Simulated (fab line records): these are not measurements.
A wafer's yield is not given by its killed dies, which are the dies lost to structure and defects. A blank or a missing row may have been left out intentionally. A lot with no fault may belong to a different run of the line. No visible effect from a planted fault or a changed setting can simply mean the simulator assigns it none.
What tool caused it?	flow n5-finfet	24 lots with 72 wafers sampled at 6 steps, on a route of 1938 steps

## WHAT EACH GAUGE READ, for each wafer
N5_BEOL_M11_INSPECT_30: inspects for defects (brightfield). Usual: raw-defect-count at 394, with a standard deviation of 85.
lot	measured	on	raw-defect-count	flag
L075	day 12 06:51	defect-inspect-01	270 347 345	
L074	day 13 10:25	defect-inspect-01	447 465 380	
L076	day 13 14:07	defect-inspect-01	392 400 379	
L077	day 14 00:15	defect-inspect-01	287 400 349	
L078	day 14 03:04	defect-inspect-02	449 569 398	
L083	day 14 12:52	defect-inspect-02	348 624 404	
L079	day 15 01:13	defect-inspect-01	289 430 460	
L081	day 15 05:28	defect-inspect-01	384 399 388	
L084	day 15 13:37	defect-inspect-01	471 716 489	
L085	day 15 18:29	defect-inspect-01	410 292 343	
L082	day 15 18:40	defect-inspect-01	347 445 349	
L080	day 16 05:48	defect-inspect-01	303 569 402	
L087	day 16 13:26	defect-inspect-01	310 363 506	
L090	day 16 23:05	defect-inspect-02	406 443 429	
L088	day 16 23:16	defect-inspect-02	407 287 198	
L086	day 16 23:26	defect-inspect-01	345 466 455	
L089	day 17 01:36	defect-inspect-02	343 451 355	
L093	day 17 03:03	defect-inspect-01	540 482 420	
L092	day 17 03:19	defect-inspect-01	426 523 328	
L091	day 17 21:14	defect-inspect-02	350 364 369	
L094	day 18 02:14	defect-inspect-02	344 320 344	
L095	day 18 17:15	defect-inspect-02	370 338 335	
L097	day 18 17:25	defect-inspect-02	330 231 326	
L096	day 19 02:29	defect-inspect-01	321 444 415	

N5_BEOL_M12_THK_MEAS_01. Usual: for M12_ILD_THK the level is 659 nm and the standard deviation is 7.9.
lot	measured	on	M12_ILD_THK (nm)	flag
L075	day 12 10:26	film-metro-01	639 654 639	
L074	day 13 15:35	film-metro-01	652 642 665	
L076	day 13 19:08	film-metro-02	656 655 664	
L077	day 14 03:52	film-metro-02	657 656 658	
L078	day 14 06:42	film-metro-02	658 652 661	
L083	day 14 15:52	film-metro-01	657 662 661	
L079	day 15 04:18	film-metro-02	650 651 645	
L081	day 15 09:25	film-metro-02	671 665 668	
L084	day 15 17:11	film-metro-01	660 662 665	
L085	day 15 23:38	film-metro-01	659 648 656	
L082	day 15 23:18	film-metro-01	653 665 664	
L080	day 16 09:47	film-metro-02	662 667 666	
L087	day 16 16:45	film-metro-01	658 671 658	
L090	day 17 02:31	film-metro-02	660 681 668	
L088	day 17 03:43	film-metro-01	667 654 664	
L086	day 17 04:16	film-metro-01	655 672 668	
L089	day 17 05:19	film-metro-01	654 669 664	
L093	day 17 07:59	film-metro-02	653 653 662	
L092	day 17 09:29	film-metro-01	666 665 661	
L091	day 18 01:10	film-metro-02	662 658 670	
L094	day 18 05:40	film-metro-02	651 659 663	
L095	day 18 20:47	film-metro-01	655 675 658	
L097	day 18 21:18	film-metro-01	649 661 670	
L096	day 19 06:55	film-metro-02	649 656 660	

N5_BEOL_M12_CD_MEAS_10 targets a cd of 140 nm. Usual: cd-nm at 139.7 nm, with a standard deviation of 1.4.
lot	measured	on	cd-nm (nm)	flag
L075	day 12 10:52	cd-sem-02	141.1 140.8 141.8	
L074	day 13 15:53	cd-sem-01	139.6 139.7 139.4	
L076	day 13 19:26	cd-sem-02	138.5 138.1 138.8	
L077	day 14 04:10	cd-sem-01	137.5 136.7 138.4	
L078	day 14 07:07	cd-sem-02	140.1 137.1 140.3	
L083	day 14 16:10	cd-sem-01	137.0 139.0 139.4	
L079	day 15 04:44	cd-sem-01	141.1 142.1 141.4	
L081	day 15 09:51	cd-sem-01	141.3 141.6 140.7	
L084	day 15 17:29	cd-sem-03	139.1 142.7 138.7	
L085	day 15 23:57	cd-sem-02	139.6 140.3 140.3	
L082	day 15 23:36	cd-sem-03	136.6 137.1 136.6	
L080	day 16 10:05	cd-sem-02	140.5 139.3 139.7	
L087	day 16 17:11	cd-sem-01	137.3 138.7 138.5	
L090	day 17 02:56	cd-sem-02	141.7 142.1 143.4	
L088	day 17 04:02	cd-sem-03	139.7 139.5 139.3	
L086	day 17 04:42	cd-sem-02	137.4 138.9 136.0	
L089	day 17 05:44	cd-sem-01	141.3 141.4 140.8	
L093	day 17 08:17	cd-sem-01	138.1 139.8 139.1	
L092	day 17 09:56	cd-sem-01	138.7 139.7 139.5	
L091	day 18 01:28	cd-sem-01	139.4 140.0 140.2	
L094	day 18 06:06	cd-sem-02	141.4 140.1 139.3	
L095	day 18 21:13	cd-sem-03	139.7 139.7 138.5	
L097	day 18 21:36	cd-sem-01	141.1 139.7 140.1	
L096	day 19 07:13	cd-sem-01	141.0 140.6 139.7	

N5_BEOL_M12_CD_MEAS_28 targets a cd of 160.2 nm. Usual: cd-nm at 160.2 nm, with a standard deviation of 1.3.
lot	measured	on	cd-nm (nm)	flag
L075	day 12 11:53	cd-sem-02	159.2 159.7 160.1	
L074	day 13 16:55	cd-sem-03	160.5 161.8 161.2	
L076	day 13 20:20	cd-sem-01	160.3 161.5 160.0	
L077	day 14 05:23	cd-sem-02	159.4 160.1 158.3	
L078	day 14 08:10	cd-sem-01	159.0 160.9 159.2	
L083	day 14 17:05	cd-sem-01	159.2 160.4 159.1	
L079	day 15 05:46	cd-sem-02	159.6 157.9 159.8	
L081	day 15 10:46	cd-sem-02	162.0 162.0 161.9	
L084	day 15 18:49	cd-sem-03	158.9 159.1 159.1	
L085	day 16 00:51	cd-sem-02	161.7 162.3 162.4	
L082	day 16 00:31	cd-sem-01	161.1 164.0 163.2	
L080	day 16 10:59	cd-sem-01	160.2 159.9 159.1	
L087	day 16 18:15	cd-sem-02	158.7 159.1 158.5	
L090	day 17 03:59	cd-sem-02	159.9 159.3 159.3	
L088	day 17 05:17	cd-sem-01	161.2 160.8 162.2	
L086	day 17 05:44	cd-sem-02	161.4 160.9 161.0	
L089	day 17 06:39	cd-sem-02	161.1 161.2 161.6	
L093	day 17 09:19	cd-sem-01	159.0 159.2 160.1	
L092	day 17 10:50	cd-sem-02	159.9 159.3 159.9	
L091	day 18 02:31	cd-sem-01	158.2 158.0 158.5	
L094	day 18 07:01	cd-sem-01	157.8 159.7 159.1	
L095	day 18 22:18	cd-sem-01	160.2 160.8 161.0	
L097	day 18 23:31	cd-sem-02	161.9 159.6 159.8	
L096	day 19 08:17	cd-sem-02	159.5 159.6 160.9	

## EACH LOT AND THE TOOL THAT RAN IT (in order: tool; ch and the chambers of the sampled wafers; start)
lot	N5_BEOL_M11_ETCH_66	N5_BEOL_M11_TRENCH_ETCH_37
L075	rie-diel-05 ch 0,2,3, day 12 07:17	rie-diel-05 ch 0,2,3, day 12 10:26 or earlier
L074	rie-diel-02 ch 2,3, day 13 10:32	rie-diel-02 ch 2,3, day 13 15:35 or earlier
L076	rie-diel-06 ch 0,2,3, day 13 14:14	rie-diel-06 ch 0,2,3, day 13 19:08 or earlier
L077	rie-diel-05 ch 2,3, day 14 00:22	rie-diel-05 ch 2,3, day 14 03:52 or earlier
L078	rie-diel-02 ch 1,2,3, day 14 03:11	rie-diel-02 ch 1,2,3, day 14 06:42 or earlier
L083	rie-diel-05 ch 1,2,3, day 14 12:59	rie-diel-05 ch 1,2,3, day 14 15:52 or earlier
L079	rie-diel-02 ch 0,1,3, day 15 01:20	rie-diel-02 ch 0,1,3, day 15 04:18 or earlier
L081	rie-diel-05 ch 2,3, day 15 05:35	rie-diel-05 ch 2,3, day 15 09:25 or earlier
L084	rie-diel-05 ch 0,2,3, day 15 13:44	rie-diel-05 ch 0,2,3, day 15 17:11 or earlier
L085	rie-diel-05 ch 0,3, day 15 18:44	rie-diel-05 ch 0,3, day 15 23:38 or earlier
L082	rie-diel-02 ch 0,1,3, day 15 18:57	rie-diel-02 ch 0,1,3, day 15 23:18 or earlier
L080	rie-diel-05 ch 1,3, day 16 06:02	rie-diel-05 ch 1,3, day 16 09:47 or earlier
L087	rie-diel-02 ch 0,3, day 16 13:34	rie-diel-02 ch 0,3, day 16 16:45 or earlier
L090	rie-diel-02 ch 0,2, day 16 23:13	rie-diel-02 ch 0,2, day 17 02:31 or earlier
L088	rie-diel-05 ch 0,1,3, day 16 23:32	rie-diel-05 ch 0,1,3, day 17 03:43 or earlier
L086	rie-diel-02 ch 0,3, day 16 23:49	rie-diel-02 ch 0,3, day 17 04:16 or earlier
L089	rie-diel-06 ch 0,1,2, day 17 01:44	rie-diel-06 ch 0,1,2, day 17 05:19 or earlier
L093	rie-diel-05 ch 0,1,3, day 17 03:10	rie-diel-05 ch 0,1,3, day 17 07:59 or earlier
L092	rie-diel-02 ch 0,3, day 17 03:36	rie-diel-02 ch 0,3, day 17 09:29 or earlier
L091	rie-diel-06 ch 1,2,3, day 17 21:22	rie-diel-06 ch 1,2,3, day 18 01:10 or earlier
L094	rie-diel-05 ch 1,2, day 18 02:36	rie-diel-05 ch 1,2, day 18 05:40 or earlier
L095	rie-diel-02 ch 0,3, day 18 17:22	rie-diel-02 ch 0,3, day 18 20:47 or earlier
L097	rie-diel-02 ch 0,1,2, day 18 17:50	rie-diel-02 ch 0,1,2, day 18 21:18 or earlier
L096	rie-diel-05 ch 0,1,3, day 19 02:55	rie-diel-05 ch 0,1,3, day 19 06:55 or earlier
- N5_BEOL_M11_ETCH_66: etches SOC in N2/H2, target depth 120 nm, overetch 24 nm, time 180 s.
- N5_BEOL_M11_TRENCH_ETCH_37: etches SiCOH lowk in C4F6/O2, target depth 148.83 nm, time 48 s.

## AS READ BY THE TOOLS THEMSELVES (means over the sampled wafers that have a number; for cases with no such wafer, the mark the record gives instead)
N5_BEOL_M11_ETCH_66. Usual: drypump-motor-current-A 5.5 A, standard deviation 0.35; oes-product-au 0.63 a.u., standard deviation 0.066; rf-vpp-V 523.3 V, standard deviation 2.8; showerhead-plenum-p-Torr 2.52 Torr, standard deviation 0.1; throttle-valve-pct 17.90 %, standard deviation 0.28.
lot	tool	drypump-motor-current-A (A)	oes-product-au (a.u.)	rf-vpp-V (V)	showerhead-plenum-p-Torr (Torr)	throttle-valve-pct (%)	flag
L075	rie-diel-05	5.6	0.70	522.9	2.51	18.08	
L074	rie-diel-02	5.8	0.61	523.6	2.54	17.67	
L076	rie-diel-06	5.9	0.56	521.2	2.43	18.14	
L077	rie-diel-05	5.4	0.63	522.5	2.49	18.33	
L078	rie-diel-02	5.7	0.64	523.4	2.52	17.72	
L083	rie-diel-05	5.4	0.63	522.7	2.52	18.06	
L079	rie-diel-02	5.4	0.63	522.6	2.52	17.72	
L081	rie-diel-05	5.4	0.63	521.8	2.48	18.33	
L084	rie-diel-05	5.6	0.68	523.3	2.50	18.11	
L085	rie-diel-05	5.8	0.71	523.4	2.52	17.89	
L082	rie-diel-02	5.4	0.63	523.1	2.51	17.73	
L080	rie-diel-05	5.5	0.62	523.6	2.54	17.83	
L087	rie-diel-02	5.1	0.59	523.7	2.52	17.68	
L090	rie-diel-02	5.4	0.58	526.2	2.62	17.67	
L088	rie-diel-05	5.6	0.66	522.6	2.53	17.87	
L086	rie-diel-02	5.1	0.60	520.7	2.43	17.75	
L089	rie-diel-06	5.8	0.65	523.9	2.53	17.89	
L093	rie-diel-05	5.7	0.66	523.1	2.53	17.88	
L092	rie-diel-02	5.1	0.59	523.5	2.52	17.71	
L091	rie-diel-06	5.8	0.71	523.6	2.55	17.81	
L094	rie-diel-05	5.2	0.57	522.8	2.45	18.31	
L095	rie-diel-02	5.1	0.58	522.9	2.51	17.72	
L097	rie-diel-02	5.7	0.61	525.4	2.61	17.73	
L096	rie-diel-05	5.6	0.65	523.0	2.52	17.90	

N5_BEOL_M11_TRENCH_ETCH_37. Usual: drypump-motor-current-A 5.5 A, standard deviation 0.35; mfc-ar-sccm 300.0 sccm, standard deviation 0.88; oes-product-au 0.78 a.u., standard deviation 0.084; rf-vpp-V 666 V, standard deviation 9; showerhead-plenum-p-Torr 2.82 Torr, standard deviation 0.11; throttle-valve-pct 20.98 %, standard deviation 0.25.
lot	tool	drypump-motor-current-A (A)	mfc-ar-sccm (sccm)	oes-product-au (a.u.)	rf-vpp-V (V)	showerhead-plenum-p-Torr (Torr)	throttle-valve-pct (%)	flag
L075	rie-diel-05	5.6	300.3	0.87	668	2.81	21.15	
L074	rie-diel-02	5.8	299.7	0.75	671	2.84	20.73	
L076	rie-diel-06	5.9	300.5	0.68	664	2.74	21.18	
L077	rie-diel-05	5.4	300.1	0.79	661	2.78	21.32	
L078	rie-diel-02	5.7	299.3	0.79	666	2.83	20.81	
L083	rie-diel-05	5.4	299.3	0.78	660	2.82	21.11	
L079	rie-diel-02	5.3	300.3	0.78	666	2.82	20.86	
L081	rie-diel-05	5.4	300.2	0.78	661	2.77	21.34	
L084	rie-diel-05	5.6	300.0	0.83	668	2.80	21.19	
L085	rie-diel-05	5.8	299.3	0.89	673	2.83	21.05	
L082	rie-diel-02	5.3	300.1	0.78	665	2.82	20.87	
L080	rie-diel-05	5.4	300.1	0.76	660	2.84	20.90	
L087	rie-diel-02	5.1	299.6	0.72	669	2.83	20.84	
L090	rie-diel-02	5.4	300.8	0.71	676	2.93	20.75	
L088	rie-diel-05	5.6	300.2	0.81	667	2.83	20.99	
L086	rie-diel-02	5.1	299.4	0.74	663	2.72	20.89	
L089	rie-diel-06	5.8	300.5	0.80	665	2.83	20.94	
L093	rie-diel-05	5.6	299.2	0.81	667	2.83	20.99	
L092	rie-diel-02	5.1	300.6	0.72	669	2.83	20.85	
L091	rie-diel-06	5.8	299.4	0.88	664	2.86	20.92	
L094	rie-diel-05	5.3	301.1	0.70	657	2.74	21.28	
L095	rie-diel-02	5.1	300.4	0.71	669	2.82	20.87	
L097	rie-diel-02	5.7	300.6	0.75	673	2.92	20.80	
L096	rie-diel-05	5.7	299.2	0.80	667	2.83	21.01	

## THE ANSWER, worked out from the rows above alone
Rule: take the mean of a lot's wafers that have a number; if it is more than 3 standard deviations from the usual mean, the lot is off. A lot without any number at a reading at which 4 lots or more have one is off too. Any other lot the step has rows for is counted as sound. First the gauges in route order, then the tools' own readings, where a lot's mean is used as printed above. At the first step where some lot is off, the reading lying furthest off is the one used; lots without a number count as furthest.
Nothing can be told from this: no lot is off at any reading shown.

## WHAT THE SIMULATOR HAD INSERTED
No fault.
